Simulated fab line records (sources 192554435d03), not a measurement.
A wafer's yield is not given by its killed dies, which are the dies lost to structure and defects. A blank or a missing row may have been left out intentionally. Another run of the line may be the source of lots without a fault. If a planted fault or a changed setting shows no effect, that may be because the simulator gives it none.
Chamber matching || flow n5Finfet || 4 sister chambers for N5_BEOL_M3_ETCHBACK_99 on rieDiel-03
The step etches SiO2 in CHF3, target depth 5 nm, time 10.4 s. 7 wafers are shown with their chamber, then 8 later ones without.

WAFERS PAIRED WITH THEIR CHAMBERS
{"wafer": "L085.3", "chamber": 0, "drypumpMotorCurrentA (A)": 6.39, "throttleValvePct (%)": 16.83}
{"wafer": "L085.4", "chamber": 1, "drypumpMotorCurrentA (A)": 5.94, "throttleValvePct (%)": 17.05}
{"wafer": "L085.5", "chamber": 3, "drypumpMotorCurrentA (A)": 5.69, "throttleValvePct (%)": 17.29}
{"wafer": "L091.4", "chamber": 2, "drypumpMotorCurrentA (A)": 6.05, "throttleValvePct (%)": 17.26}
{"wafer": "L091.5", "chamber": 1, "drypumpMotorCurrentA (A)": 6.00, "throttleValvePct (%)": 17.08}
{"wafer": "L091.6", "chamber": 0, "drypumpMotorCurrentA (A)": 6.38, "throttleValvePct (%)": 16.83}
{"wafer": "L092.1", "chamber": 3, "drypumpMotorCurrentA (A)": 5.71, "throttleValvePct (%)": 17.31}

WAFERS WHOSE CHAMBER IS MISSING
{"wafer": "L092.3", "drypumpMotorCurrentA (A)": 5.98, "throttleValvePct (%)": 17.05}
{"wafer": "L092.4", "drypumpMotorCurrentA (A)": 6.39, "throttleValvePct (%)": 16.84}
{"wafer": "L093.1", "drypumpMotorCurrentA (A)": 5.97, "throttleValvePct (%)": 17.08}
{"wafer": "L093.2", "drypumpMotorCurrentA (A)": 6.06, "throttleValvePct (%)": 17.26}
{"wafer": "L093.5", "drypumpMotorCurrentA (A)": 5.70, "throttleValvePct (%)": 17.31}
{"wafer": "L097.2", "drypumpMotorCurrentA (A)": 6.42, "throttleValvePct (%)": 16.86}
{"wafer": "L097.3", "drypumpMotorCurrentA (A)": 5.99, "throttleValvePct (%)": 17.08}
{"wafer": "L097.5", "drypumpMotorCurrentA (A)": 5.96, "throttleValvePct (%)": 17.10}

WHICH CHAMBER EACH ONE RAN IN
{"wafer": "L092.3", "from the rows above": 1, "in truth": 1}
{"wafer": "L092.4", "from the rows above": 0, "in truth": 0}
{"wafer": "L093.1", "from the rows above": 1, "in truth": 1}
{"wafer": "L093.2", "from the rows above": 2, "in truth": 2}
{"wafer": "L093.5", "from the rows above": 3, "in truth": 3}
{"wafer": "L097.2", "from the rows above": 0, "in truth": 0}
{"wafer": "L097.3", "from the rows above": 1, "in truth": 1}
{"wafer": "L097.5", "from the rows above": 1, "in truth": 1}
Placed correctly: 8 of 8. Not placeable from these rows: 0. 0 placed wrongly.
How it was worked out, from the rows above alone: a wafer's distance from a chamber is the root of the sum, over the readings, of the square of ((its reading less the chamber's mean) divided by the reading's scatter). If the next closest chamber is less than 2 further off than the closest, the wafer can't be placed; otherwise it belongs to the closest. Each chamber's mean is taken over the wafers shown for it. The scatter is the square root of a quotient: the sum, over the shown wafers, of each reading's squared deviation from its chamber's mean, divided by wafers minus chambers.
